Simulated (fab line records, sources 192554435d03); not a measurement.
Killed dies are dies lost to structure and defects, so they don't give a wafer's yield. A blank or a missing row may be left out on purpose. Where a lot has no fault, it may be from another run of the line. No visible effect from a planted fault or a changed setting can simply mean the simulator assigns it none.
fab line records | flow n5_finfet | part 1 of 2: steps 1 to 12 of 23
record lots=5 | wafers=15 | last_day=16
route steps=1938 shown MOL_CONTACT_COAG@576
lots that met no fault: taken from a fault-free run of the same line
start_h: hours from the record's opening day to when the first of the lot's shown wafers began | wait_h: hours elapsed since this lot's preceding step | " same as the row above | L1.1+2: several wafers, shown together as one row | - no value, or no start given | * or withheld: withheld | < > ~ a bound
route shown NAME@n: names a module that has steps shown in the file, with the first one's number in the route | usual: the fault-free wafers' mean and standard deviation | same: alike in all rows | chamber/n: place in a boat | sites: each site's reading | _std_site: how widely they spread, as a standard deviation | _edge_site: inner sites' mean taken away from outer sites' mean | radius_mm: for every site, how far away it sits from the centre of the wafer | mask NAME#n: copy n | behind: the last tool/chamber to shape the wafer | hold: reason for holding the lot/hours on hold/outcome of the hold | device: the transistor (n, p or np) that didn't switch | end of line: tests of these same wafers at the route's end | where a step has no rows: the recipe by itself | killed: at the first sort, the dies lost to defects and structure; wafer yield is something else | map: a wafer's dies, marking killed ones x, the rest . and places with no die _
set.NAME: the setting that was run; set.NAME@STEP: the one run at that earlier step | model.NAME: the simulator's own value behind a step, which no gauge read
lots at some steps of the route; a table a step, a row a wafer
services: a tool's chamber out of use, with start hour (start_h, from the record's first day; less than 0 if before it), hours out, and reason
## steps
# step N5_MOL_CONTACT_COAG_DESCUM_88
# recipe chemistry=O2 | time_s=7 | source_power_w=50 | bias_power_w=20 | pressure_mtorr=20 | rf_frequency_hz=2.712e+07 | temp_c=40 | resist=CAR-EUV | o2_flow_sccm=225
# usual chamber_pressure_mTorr=20.001/0.018 | drypump_motor_current_A=5.9/0.43 | oes_product_au=0.75/0.085 | rf_vpp_V=243.1/1.3 | showerhead_plenum_p_Torr=2.09/0.077 | throttle_valve_pct=20.42/0.25
lot.wafer | tool        | chamber | start_h | wait_h | chamber_pressure_mTorr | drypump_motor_current_A | oes_product_au | rf_hours_counter_h | rf_vpp_V | showerhead_plenum_p_Torr | throttle_valve_pct
L077.1    | rie_diel-03 | 2       | 114.40  | 0.3    | 20.018                 | 5.4                     | 0.69           | 219                | 242.4    | 2.05                     | 20.33
L077.2    | "           | 0       | "       | "      | 19.998                 | 6.3                     | 0.68           | 217                | 244.2    | 2.08                     | 20.60
L077.4    | "           | 1       | "       | "      | 19.992                 | 6.3                     | 0.79           | 98                 | 241.0    | 2.11                     | 20.40
L081.2    | rie_diel-02 | 1       | 142.35  | 0.0    | 20.010                 | 5.4                     | 0.74           | 171                | 245.2    | 2.17                     | 20.22
L081.4    | "           | 2       | "       | "      | 20.018                 | 5.8                     | 0.69           | 235                | 244.6    | 2.07                     | 20.75
L081.5    | "           | 3       | "       | "      | 20.016                 | 6.0                     | 0.87           | -                  | 241.8    | 2.03                     | 20.38
L087.2    | rie_diel-03 | 0       | 183.31  | 0.0    | 19.997                 | 6.3                     | 0.66           | 239                | 241.6    | 2.07                     | 20.60
L087.3    | "           | 2       | "       | "      | 20.008                 | 5.5                     | 0.67           | 243                | 242.4    | 2.04                     | 20.34
L087.6    | "           | 2       | "       | "      | 20.016                 | 5.5                     | 0.67           | -                  | 241.9    | 2.04                     | 20.35
L090.3    | rie_diel-03 | 2       | 198.74  | 0.0    | 19.995                 | 5.5                     | 0.66           | 248                | 242.1    | 2.04                     | 20.38
L090.4    | "           | 0       | "       | "      | 19.999                 | 6.3                     | 0.65           | 245                | 243.9    | 2.07                     | 20.64
L090.5    | "           | 2       | "       | "      | 19.988                 | 5.5                     | 0.66           | -                  | 243.3    | 2.04                     | 20.35
L092.3    | rie_diel-05 | 0       | 215.55  | 0.1    | 20.028                 | 5.7                     | 0.70           | 234                | 244.2    | 2.17                     | 20.49
L092.4    | "           | 3       | "       | "      | 20.005                 | 6.5                     | 0.70           | 216                | 243.8    | 2.15                     | 20.67
L092.5    | "           | 0       | "       | "      | 20.031                 | 5.8                     | 0.69           | -                  | 243.4    | 2.17                     | 20.50
# step N5_MOL_CONTACT_COAG_ETCH_89
# recipe chemistry=N2/H2 | target=underlayer | target_depth_a=130 | mask_material=CAR-EUV | time_s=10.4 | ion_energy_ev=200 | pressure_mtorr=30 | source_w=840 | bias_w=150 | n2_flow_sccm=200 | h2_flow_sccm=200 | ends=cleared
# usual chamber_pressure_mTorr=30.000/0.026 | drypump_motor_current_A=5.9/0.43 | etch_rf_on_time_s=10.27/0.22 | oes_product_au=0.64/0.07 | rf_vpp_V=524.0/2.5 | showerhead_plenum_p_Torr=2.54/0.083 | throttle_valve_pct=17.85/0.22
lot.wafer | tool        | chamber | start_h | wait_h | chamber_pressure_mTorr | drypump_motor_current_A | etch_rf_on_time_s | oes_product_au | rf_hours_counter_h | rf_vpp_V | showerhead_plenum_p_Torr | throttle_valve_pct
L077.1    | rie_diel-03 | 2       | 114.44  | 0.0    | 29.962                 | 5.5                     | 10.07             | 0.59           | 219                | 524.2    | 2.50                     | 17.84
L077.2    | "           | 0       | "       | "      | 29.945                 | 6.3                     | 10.69             | 0.59           | 217                | 523.8    | 2.51                     | 17.94
L077.4    | "           | 1       | "       | "      | 29.996                 | 6.4                     | 10.60             | 0.68           | 98                 | 524.9    | 2.55                     | 17.69
L081.2    | rie_diel-02 | 1       | 142.38  | 0.0    | 30.027                 | 5.4                     | 10.76             | 0.62           | 171                | 525.3    | 2.66                     | 17.81
L081.4    | "           | 2       | "       | "      | 29.978                 | 5.8                     | 10.59             | 0.59           | 235                | 523.1    | 2.49                     | 18.10
L081.5    | "           | 3       | "       | "      | 29.985                 | 6.0                     | 10.32             | 0.73           | -                  | 521.5    | 2.47                     | 17.77
L087.2    | rie_diel-03 | 0       | 183.35  | 0.0    | 30.039                 | 6.3                     | 10.59             | 0.57           | 239                | 522.9    | 2.50                     | 17.99
L087.3    | "           | 2       | "       | "      | 30.030                 | 5.5                     | 9.97              | 0.58           | 243                | 524.8    | 2.49                     | 17.89
L087.6    | "           | 2       | "       | "      | 29.992                 | 5.5                     | 9.98              | 0.58           | -                  | 523.5    | 2.49                     | 17.87
L090.3    | rie_diel-03 | 2       | 198.77  | 0.0    | 29.973                 | 5.5                     | 9.91              | 0.58           | 248                | 523.2    | 2.48                     | 17.89
L090.4    | "           | 0       | "       | "      | 30.039                 | 6.3                     | 10.44             | 0.58           | 245                | 521.5    | 2.50                     | 18.00
L090.5    | "           | 2       | "       | "      | 30.013                 | 5.4                     | 9.93              | 0.58           | -                  | 523.2    | 2.49                     | 17.90
L092.3    | rie_diel-05 | 0       | 215.58  | 0.0    | 29.966                 | 5.7                     | 10.33             | 0.60           | 234                | 525.1    | 2.60                     | 17.77
L092.4    | "           | 3       | "       | "      | 29.999                 | 6.5                     | 10.08             | 0.61           | 216                | 524.8    | 2.63                     | 18.30
L092.5    | "           | 0       | "       | "      | 30.032                 | 5.8                     | 10.27             | 0.61           | -                  | 525.2    | 2.60                     | 17.78
# step N5_MOL_CONTACT_COAG_ETCH_90
# recipe chemistry=CF4 | target=SiARC | target_depth_a=130 | mask_material=CAR-EUV | time_s=21.7 | ion_energy_ev=80 | pressure_mtorr=40 | source_w=545 | bias_w=36 | Ar_flow_sccm=100 | cf4_flow_sccm=100 | ends=cleared
# usual cf4_flow_sccm=100.0/0.35 | chamber_pressure_mTorr=40.00/0.036 | drypump_motor_current_A=5.9/0.42 | etch_rf_on_time_s=21.5/0.46 | mfc_ar_sccm=100.0/0.32 | oes_product_au=0.65/0.072 | rf_vpp_V=184.0/1.2 | showerhead_plenum_p_Torr=2.14/0.066 | throttle_valve_pct=15.62/0.2
lot.wafer | tool        | chamber | start_h | wait_h | cf4_flow_sccm | chamber_pressure_mTorr | drypump_motor_current_A | etch_rf_on_time_s | mfc_ar_sccm | oes_product_au | rf_hours_counter_h | rf_vpp_V | showerhead_plenum_p_Torr | throttle_valve_pct
L077.1    | rie_diel-03 | 2       | 114.46  | 0.0    | 100.5         | 39.96                  | 5.5                     | 21.2              | 99.8        | 0.60           | 219                | 182.8    | 2.12                     | 15.67
L077.2    | "           | 0       | "       | "      | 100.3         | 40.02                  | 6.3                     | 22.3              | 100.1       | 0.58           | 217                | 184.3    | 2.12                     | 15.80
L077.4    | "           | 1       | "       | "      | 100.6         | 40.03                  | 6.3                     | 22.0              | 100.5       | 0.67           | 98                 | 183.8    | 2.16                     | 15.54
L081.2    | rie_diel-02 | 1       | 142.40  | 0.0    | 99.4          | 39.96                  | 5.3                     | 22.1              | 99.4        | 0.63           | 171                | 185.2    | 2.23                     | 15.47
L081.4    | "           | 2       | "       | "      | 99.7          | 39.99                  | 5.8                     | 22.3              | 100.1       | 0.59           | 235                | 183.2    | 2.11                     | 15.90
L081.5    | "           | 3       | "       | "      | 100.1         | 40.01                  | 6.0                     | 21.0              | 99.7        | 0.75           | -                  | 184.2    | 2.08                     | 15.54
L087.2    | rie_diel-03 | 0       | 183.37  | 0.0    | 100.1         | 39.99                  | 6.3                     | 21.8              | 99.9        | 0.58           | 239                | 182.9    | 2.11                     | 15.86
L087.3    | "           | 2       | "       | "      | 100.3         | 39.98                  | 5.5                     | 21.0              | 100.4       | 0.58           | 243                | 182.8    | 2.11                     | 15.72
L087.6    | "           | 2       | "       | "      | 100.2         | 40.00                  | 5.4                     | 20.7              | 100.1       | 0.58           | -                  | 183.3    | 2.11                     | 15.71
L090.3    | rie_diel-03 | 2       | 198.79  | 0.0    | 100.1         | 39.96                  | 5.5                     | 21.2              | 100.1       | 0.57           | 248                | 183.3    | 2.11                     | 15.72
L090.4    | "           | 0       | "       | "      | 99.9          | 39.95                  | 6.3                     | 22.2              | 100.0       | 0.57           | 245                | 183.7    | 2.11                     | 15.87
L090.5    | "           | 2       | "       | "      | 99.7          | 40.02                  | 5.5                     | 21.0              | 99.7        | 0.57           | -                  | 183.8    | 2.11                     | 15.70
L092.3    | rie_diel-05 | 0       | 215.60  | 0.0    | 99.4          | 40.03                  | 5.8                     | 21.5              | 100.0       | 0.60           | 234                | 184.9    | 2.20                     | 15.58
L092.4    | "           | 3       | "       | "      | 99.7          | 40.03                  | 6.5                     | 21.3              | 100.0       | 0.60           | 216                | 185.1    | 2.20                     | 15.89
L092.5    | "           | 0       | "       | "      | 99.9          | 39.98                  | 5.8                     | 21.6              | 99.7        | 0.60           | -                  | 183.2    | 2.20                     | 15.56
# step N5_MOL_CONTACT_COAG_ALD_131
# recipe material=SiO2 | target_thk_a=50 | temp_c=100 | ald_precursor_family=BDEAS | ald_co_reactant=O2-plasma | pulse_time_s=1 | co_reactant_pulse_time_s=1 | purge_time_s=2 | co_reactant_purge_time_s=2 | ald_cycles=35 | pressure_torr=2
# usual heater_power_w=76/8.2 | precursor_pulse_height_rel=1.001/0.021
lot.wafer | tool       | chamber | start_h | wait_h | heater_power_w | precursor_pulse_height_rel | since_wet_clean_h
L077.1    | ald_sin-04 | 3       | 114.68  | 0.2    | 82             | 0.975                      | 212
L077.2    | "          | 2       | "       | "      | 69             | 0.994                      | 212
L077.4    | "          | 0       | "       | "      | 80             | 1.014                      | 212
L081.2    | ald_sin-03 | 2       | 142.48  | 0.1    | 84             | 0.988                      | 332
L081.4    | "          | 0       | "       | "      | 78             | 0.996                      | 332
L081.5    | "          | 2       | "       | "      | 83             | 1.003                      | -
L087.2    | ald_sin-04 | 3       | 184.29  | 0.9    | 83             | 0.971                      | 282
L087.3    | "          | 2       | "       | "      | 69             | 0.982                      | 282
L087.6    | "          | 0       | "       | "      | 81             | 0.985                      | -
L090.3    | ald_sin-03 | 1       | 199.11  | 0.3    | 87             | 1.026                      | 7
L090.4    | "          | 0       | "       | "      | 78             | 0.980                      | 7
L090.5    | "          | 1       | "       | "      | 87             | 0.952                      | -
L092.3    | ald_sin-04 | 0       | 216.08  | 0.5    | 79             | 0.992                      | 314
L092.4    | "          | 0       | "       | "      | 81             | 0.984                      | -
L092.5    | "          | 3       | "       | "      | 85             | 0.997                      | -
# step N5_MOL_CONTACT_COAG_ETCHBACK_132
# recipe chemistry=CHF3 | target=SiO2 | target_depth_a=100 | time_s=6.7 | ion_energy_ev=200 | pressure_mtorr=30 | source_w=610 | bias_w=170 | Ar_flow_sccm=200 | CHF3_flow_sccm=50
# usual chamber_pressure_mTorr=30.001/0.027 | drypump_motor_current_A=5.8/0.4 | mfc_ar_sccm=200.1/0.61 | oes_product_au=0.76/0.083 | rf_vpp_V=527/12 | showerhead_plenum_p_Torr=2.38/0.082 | throttle_valve_pct=18.74/0.19
lot.wafer | tool        | chamber | start_h | wait_h | chamber_pressure_mTorr | drypump_motor_current_A | mfc_ar_sccm | oes_product_au | rf_hours_counter_h | rf_vpp_V | showerhead_plenum_p_Torr | throttle_valve_pct
L077.1    | rie_diel-05 | 1       | 114.86  | 0.1    | 29.982                 | 5.1                     | 199.6       | 0.71           | 200                | 526      | 2.46                     | 18.98
L077.2    | "           | 3       | "       | "      | 29.975                 | 6.5                     | 200.0       | 0.73           | 181                | 530      | 2.47                     | 18.97
L077.4    | "           | 3       | "       | "      | 30.017                 | 6.5                     | 200.9       | 0.74           | -                  | 530      | 2.47                     | 18.95
L081.2    | rie_diel-02 | 0       | 142.66  | 0.1    | 30.009                 | 6.4                     | 199.5       | 0.77           | 135                | 527      | 2.20                     | 18.81
L081.4    | "           | 2       | "       | "      | 29.942                 | 5.8                     | 199.6       | 0.69           | 235                | 548      | 2.34                     | 18.93
L081.5    | "           | 2       | "       | "      | 29.996                 | 5.8                     | 200.4       | 0.69           | -                  | 548      | 2.34                     | 18.94
L087.2    | rie_diel-03 | 1       | 184.47  | 0.1    | 30.058                 | 6.3                     | 200.2       | 0.77           | 121                | 507      | 2.40                     | 18.75
L087.3    | "           | 0       | "       | "      | 30.020                 | 6.3                     | 199.6       | 0.67           | 239                | 519      | 2.33                     | 18.83
L087.6    | "           | 3       | "       | "      | 30.032                 | 5.9                     | 200.3       | 0.72           | -                  | 508      | 2.37                     | 18.54
L090.3    | rie_diel-02 | 1       | 199.29  | 0.1    | 30.022                 | 5.4                     | 199.8       | 0.72           | 190                | 533      | 2.48                     | 18.66
L090.4    | "           | 1       | "       | "      | 30.002                 | 5.4                     | 198.6       | 0.73           | -                  | 533      | 2.48                     | 18.67
L090.5    | "           | 0       | "       | "      | 30.004                 | 6.4                     | 200.0       | 0.74           | -                  | 529      | 2.19                     | 18.83
L092.3    | rie_diel-02 | 1       | 216.42  | 0.3    | 29.983                 | 5.4                     | 200.2       | 0.71           | 199                | 532      | 2.48                     | 18.70
L092.4    | "           | 2       | "       | "      | 29.984                 | 5.8                     | 200.6       | 0.96           | 4                  | 548      | 2.33                     | 18.52
L092.5    | "           | 3       | "       | "      | 30.013                 | 6.0                     | 200.4       | 0.82           | -                  | 516      | 2.30                     | 18.75
# step N5_MOL_CONTACT_COAG_ETCH_91
# recipe chemistry=N2/H2 | target=SOC | target_depth_a=600 | overetch_a=210 | mask_material=SiARC | temp_c=40 | time_s=101.2 | ion_energy_ev=200 | pressure_mtorr=30 | source_w=840 | bias_w=150 | n2_flow_sccm=200 | h2_flow_sccm=200
# usual chamber_pressure_mTorr=29.998/0.026 | drypump_motor_current_A=5.8/0.4 | oes_product_au=0.63/0.067 | rf_vpp_V=523.8/2.5 | showerhead_plenum_p_Torr=2.54/0.09 | throttle_valve_pct=17.83/0.22
lot.wafer | tool        | chamber | start_h | wait_h | chamber_pressure_mTorr | drypump_motor_current_A | oes_product_au | rf_hours_counter_h | rf_vpp_V | showerhead_plenum_p_Torr | throttle_valve_pct
L077.1    | rie_diel-05 | 1       | 114.90  | 0.0    | 30.018                 | 5.1                     | 0.60           | 200                | 527.5    | 2.63                     | 17.97
L077.2    | "           | 3       | "       | "      | 30.005                 | 6.5                     | 0.61           | 181                | 527.0    | 2.65                     | 18.18
L077.4    | "           | 3       | "       | "      | 29.991                 | 6.5                     | 0.60           | -                  | 526.1    | 2.65                     | 18.19
L081.2    | rie_diel-02 | 0       | 142.70  | 0.0    | 29.974                 | 6.3                     | 0.63           | 135                | 518.6    | 2.34                     | 17.90
L081.4    | "           | 2       | "       | "      | 29.981                 | 5.8                     | 0.59           | 235                | 522.7    | 2.49                     | 18.04
L081.5    | "           | 2       | "       | "      | 29.980                 | 5.8                     | 0.58           | -                  | 522.9    | 2.49                     | 18.05
L087.2    | rie_diel-03 | 1       | 184.51  | 0.0    | 30.004                 | 6.3                     | 0.65           | 121                | 523.4    | 2.54                     | 17.72
L087.3    | "           | 0       | "       | "      | 29.999                 | 6.3                     | 0.57           | 239                | 521.8    | 2.50                     | 17.95
L087.6    | "           | 3       | "       | "      | 29.977                 | 5.9                     | 0.60           | -                  | 523.1    | 2.54                     | 17.68
L090.3    | rie_diel-02 | 1       | 199.32  | 0.0    | 30.024                 | 5.4                     | 0.60           | 190                | 525.7    | 2.65                     | 17.83
L090.4    | "           | 1       | "       | "      | 30.004                 | 5.4                     | 0.62           | -                  | 525.1    | 2.65                     | 17.82
L090.5    | "           | 0       | "       | "      | 30.029                 | 6.3                     | 0.62           | -                  | 517.0    | 2.34                     | 17.93
L092.3    | rie_diel-02 | 1       | 216.45  | 0.0    | 29.931                 | 5.3                     | 0.61           | 199                | 527.6    | 2.64                     | 17.84
L092.4    | "           | 2       | "       | "      | 29.998                 | 5.8                     | 0.80           | 4                  | 523.9    | 2.48                     | 17.63
L092.5    | "           | 3       | "       | "      | 29.999                 | 5.9                     | 0.70           | -                  | 520.4    | 2.46                     | 17.78
# step N5_MOL_CONTACT_COAG_STRIP_92
# recipe chemistry=N2/H2 | temp_c=40 | n2_flow_sccm=200 | h2_flow_sccm=200 | rf_frequency_hz=6e+07
lot.wafer  | tool        | chamber | start_h | wait_h
L077.1+2+4 | rie_diel-05 | 1,3,3   | 114.97  | 0.0
L081.2+4+5 | rie_diel-02 | 0,2,2   | 142.77  | 0.0
L087.2+3+6 | rie_diel-03 | 1,0,3   | 184.58  | 0.0
L090.3+4+5 | rie_diel-02 | 1,1,0   | 199.39  | 0.0
L092.3+4+5 | rie_diel-02 | 1,2,3   | 216.52  | 0.0
# step N5_MOL_CONTACT_COAG_STRIP_93
# recipe chemistry=N2/H2 | temp_c=40 | n2_flow_sccm=200 | h2_flow_sccm=200 | rf_frequency_hz=6e+07
lot.wafer  | tool        | chamber | start_h | wait_h
L077.1+2+4 | rie_diel-05 | 1,3,3   | 114.98  | 0.0
L081.2+4+5 | rie_diel-02 | 0,2,2   | 142.78  | 0.0
L087.2+3+6 | rie_diel-03 | 1,0,3   | 184.59  | 0.0
L090.3+4+5 | rie_diel-02 | 1,1,0   | 199.40  | 0.0
L092.3+4+5 | rie_diel-02 | 1,2,3   | 216.53  | 0.0
# step N5_MOL_CONTACT_COAG_ETCHBACK_135
# recipe chemistry=CHF3 | target=SiO2 | target_depth_a=250 | time_s=16.7 | ion_energy_ev=200 | pressure_mtorr=30 | source_w=610 | bias_w=170 | Ar_flow_sccm=200 | CHF3_flow_sccm=50
# usual chamber_pressure_mTorr=30.001/0.027 | drypump_motor_current_A=5.8/0.41 | mfc_ar_sccm=199.9/0.64 | oes_product_au=0.76/0.083 | rf_vpp_V=527/11 | showerhead_plenum_p_Torr=2.38/0.082 | throttle_valve_pct=18.74/0.19
lot.wafer | tool        | chamber | start_h | wait_h | chamber_pressure_mTorr | drypump_motor_current_A | mfc_ar_sccm | oes_product_au | rf_hours_counter_h | rf_vpp_V | showerhead_plenum_p_Torr | throttle_valve_pct
L077.1    | rie_diel-05 | 1       | 114.99  | 0.0    | 30.016                 | 5.2                     | 200.4       | 0.71           | 200                | 525      | 2.46                     | 18.97
L077.2    | "           | 3       | "       | "      | 30.016                 | 6.5                     | 199.6       | 0.73           | 181                | 529      | 2.47                     | 18.97
L077.4    | "           | 3       | "       | "      | 29.998                 | 6.5                     | 199.7       | 0.73           | -                  | 530      | 2.47                     | 18.98
L081.2    | rie_diel-02 | 0       | 142.79  | 0.0    | 30.006                 | 6.4                     | 200.4       | 0.77           | 135                | 528      | 2.20                     | 18.81
L081.4    | "           | 2       | "       | "      | 30.001                 | 5.8                     | 201.0       | 0.69           | 235                | 548      | 2.34                     | 18.92
L081.5    | "           | 2       | "       | "      | 30.014                 | 5.8                     | 201.2       | 0.69           | -                  | 546      | 2.34                     | 18.94
L087.2    | rie_diel-03 | 1       | 184.60  | 0.0    | 30.017                 | 6.3                     | 200.9       | 0.77           | 121                | 509      | 2.40                     | 18.77
L087.3    | "           | 0       | "       | "      | 30.002                 | 6.3                     | 200.2       | 0.67           | 239                | 518      | 2.33                     | 18.83
L087.6    | "           | 3       | "       | "      | 30.045                 | 5.9                     | 200.3       | 0.73           | -                  | 510      | 2.37                     | 18.52
L090.3    | rie_diel-02 | 1       | 199.41  | 0.0    | 29.966                 | 5.4                     | 200.1       | 0.72           | 191                | 534      | 2.48                     | 18.67
L090.4    | "           | 1       | "       | "      | 29.990                 | 5.4                     | 199.4       | 0.72           | -                  | 534      | 2.48                     | 18.67
L090.5    | "           | 0       | "       | "      | 29.979                 | 6.4                     | 199.8       | 0.75           | -                  | 528      | 2.19                     | 18.84
L092.3    | rie_diel-02 | 1       | 216.54  | 0.0    | 29.972                 | 5.4                     | 199.5       | 0.72           | 199                | 533      | 2.48                     | 18.69
L092.4    | "           | 2       | "       | "      | 30.011                 | 5.8                     | 199.6       | 0.96           | 4                  | 547      | 2.33                     | 18.52
L092.5    | "           | 3       | "       | "      | 29.998                 | 6.0                     | 200.0       | 0.84           | -                  | 515      | 2.30                     | 18.74
# step N5_MOL_CONTACT_COAG_STRIP_118
# recipe chemistry=CHF3 | resist=SiARC | rf_frequency_hz=6e+07
lot.wafer  | tool        | chamber | start_h | wait_h
L077.1+2+4 | rie_diel-05 | 1,3,3   | 115.01  | 0.0
L081.2+4+5 | rie_diel-02 | 0,2,2   | 142.81  | 0.0
L087.2+3+6 | rie_diel-03 | 1,0,3   | 184.62  | 0.0
L090.3+4+5 | rie_diel-02 | 1,1,0   | 199.44  | 0.0
L092.3+4+5 | rie_diel-02 | 1,2,3   | 216.57  | 0.0
# step N5_MOL_CONTACT_COAG_VIA_ETCH_46
# recipe chemistry=C4F6/O2 | target_depth_a=460 | overetch_a=92 | mask_material=SOC | target=SiO2 | bias_w=455 | pressure_mtorr=10 | time_s=40 | source_w=325 | Ar_flow_sccm=300 | C4F6_flow_sccm=10 | O2_flow_sccm=10 | ion_energy_ev=575.3 | ends=end_point
# usual chamber_pressure_mTorr=10.000/0.0096 | drypump_motor_current_A=5.8/0.41 | mfc_ar_sccm=300.0/0.98 | oes_o_777_au=0.75/0.069 | oes_product_au=0.68/0.07 | rf_vpp_V=1596/32 | showerhead_plenum_p_Torr=2.84/0.097 | throttle_valve_pct=40.90/0.22
lot.wafer | tool        | chamber | start_h | wait_h | chamber_pressure_mTorr | drypump_motor_current_A | mfc_ar_sccm | oes_o_777_au | oes_product_au | rf_hours_counter_h | rf_vpp_V | showerhead_plenum_p_Torr | throttle_valve_pct
L077.1    | rie_diel-05 | 1       | 115.02  | 0.0    | 9.996                  | 5.1                     | 301.3       | 0.75         | 0.63           | 200                | 1592     | 2.94                     | 40.85
L077.2    | "           | 3       | "       | "      | 9.995                  | 6.5                     | 299.9       | 0.73         | 0.64           | 181                | 1602     | 2.95                     | 40.91
L077.4    | "           | 3       | "       | "      | 9.998                  | 6.5                     | 299.8       | 0.73         | 0.65           | -                  | 1604     | 2.95                     | 40.90
L081.2    | rie_diel-02 | 0       | 142.82  | 0.0    | 10.011                 | 6.3                     | 299.9       | 0.75         | 0.67           | 135                | 1598     | 2.63                     | 40.77
L081.4    | "           | 2       | "       | "      | 10.022                 | 5.8                     | 299.7       | 0.69         | 0.62           | 235                | 1653     | 2.79                     | 41.20
L081.5    | "           | 2       | "       | "      | 9.989                  | 5.8                     | 299.2       | 0.68         | 0.62           | -                  | 1654     | 2.80                     | 41.21
L087.2    | rie_diel-03 | 1       | 184.63  | 0.0    | 10.000                 | 6.3                     | 299.7       | 0.77         | 0.68           | 121                | 1545     | 2.87                     | 41.18
L087.3    | "           | 0       | "       | "      | 10.002                 | 6.3                     | 302.3       | 0.69         | 0.60           | 239                | 1573     | 2.79                     | 40.48
L087.6    | "           | 3       | "       | "      | 10.054                 | 5.9                     | 298.8       | 0.72         | 0.65           | -                  | 1546     | 2.83                     | 40.42
L090.3    | rie_diel-02 | 1       | 199.45  | 0.0    | 10.002                 | 5.4                     | 299.6       | 0.70         | 0.64           | 191                | 1614     | 2.97                     | 41.18
L090.4    | "           | 1       | "       | "      | 9.971                  | 5.4                     | 299.4       | 0.69         | 0.66           | -                  | 1615     | 2.97                     | 41.18
L090.5    | "           | 0       | "       | "      | 9.996                  | 6.4                     | 299.2       | 0.75         | 0.67           | -                  | 1596     | 2.62                     | 40.79
L092.3    | rie_diel-02 | 1       | 216.58  | 0.0    | 10.002                 | 5.4                     | 299.5       | 0.69         | 0.64           | 199                | 1615     | 2.96                     | 41.17
L092.4    | "           | 2       | "       | "      | 10.001                 | 5.8                     | 299.9       | 0.93         | 0.86           | 4                  | 1652     | 2.79                     | 40.83
L092.5    | "           | 3       | "       | "      | 10.004                 | 6.0                     | 298.7       | 0.83         | 0.75           | -                  | 1566     | 2.75                     | 40.84
# step N5_MOL_CONTACT_COAG_STRIP_96
# recipe chemistry=N2/H2 | power_w=500 | temp_c=40 | pressure_mtorr=50 | rf_frequency_hz=6e+07 | overash_fraction=0.3 | bias_power_w=28 | h2_frac=0.5 | n2_flow_sccm=300 | h2_flow_sccm=300
# usual chamber_pressure_mTorr=50.00/0.065 | drypump_motor_current_A=5.9/0.41 | oes_product_au=0.76/0.086 | rf_vpp_V=121.9/1.2 | showerhead_plenum_p_Torr=3.35/0.11 | throttle_valve_pct=18.9/0.32
# same overash_fraction=0.3
lot.wafer | tool        | chamber | start_h | wait_h | chamber_pressure_mTorr | drypump_motor_current_A | oes_product_au | rf_hours_counter_h | rf_vpp_V | showerhead_plenum_p_Torr | throttle_valve_pct
L077.1    | rie_diel-05 | 1       | 115.09  | 0.0    | 50.15                  | 5.1                     | 0.71           | 200                | 122.4    | 3.46                     | 18.9
L077.2    | "           | 3       | "       | "      | 49.91                  | 6.5                     | 0.73           | 181                | 122.4    | 3.49                     | 19.5
L077.4    | "           | 3       | "       | "      | 49.98                  | 6.5                     | 0.71           | -                  | 122.1    | 3.49                     | 19.5
L081.2    | rie_diel-02 | 0       | 142.89  | 0.0    | 49.97                  | 6.3                     | 0.77           | 135                | 120.0    | 3.11                     | 18.8
L081.4    | "           | 2       | "       | "      | 49.97                  | 5.8                     | 0.70           | 235                | 120.5    | 3.29                     | 19.3
L081.5    | "           | 2       | "       | "      | 50.01                  | 5.8                     | 0.69           | -                  | 121.8    | 3.29                     | 19.3
L087.2    | rie_diel-03 | 1       | 184.70  | 0.0    | 49.99                  | 6.4                     | 0.76           | 121                | 120.0    | 3.36                     | 18.7
L087.3    | "           | 0       | "       | "      | 50.00                  | 6.3                     | 0.66           | 239                | 121.7    | 3.31                     | 19.0
L087.6    | "           | 3       | "       | "      | 49.94                  | 6.0                     | 0.72           | -                  | 120.8    | 3.36                     | 18.7
L090.3    | rie_diel-02 | 1       | 199.51  | 0.0    | 50.11                  | 5.4                     | 0.72           | 191                | 123.2    | 3.49                     | 19.0
L090.4    | "           | 1       | "       | "      | 49.89                  | 5.3                     | 0.73           | -                  | 122.6    | 3.49                     | 19.0
L090.5    | "           | 0       | "       | "      | 49.96                  | 6.4                     | 0.75           | -                  | 121.0    | 3.10                     | 18.8
L092.3    | rie_diel-02 | 1       | 216.64  | 0.0    | 50.02                  | 5.4                     | 0.71           | 199                | 122.3    | 3.49                     | 19.1
L092.4    | "           | 2       | "       | "      | 49.98                  | 5.8                     | 0.95           | 4                  | 121.1    | 3.28                     | 18.9
L092.5    | "           | 3       | "       | "      | 49.89                  | 6.0                     | 0.82           | -                  | 123.4    | 3.25                     | 18.7
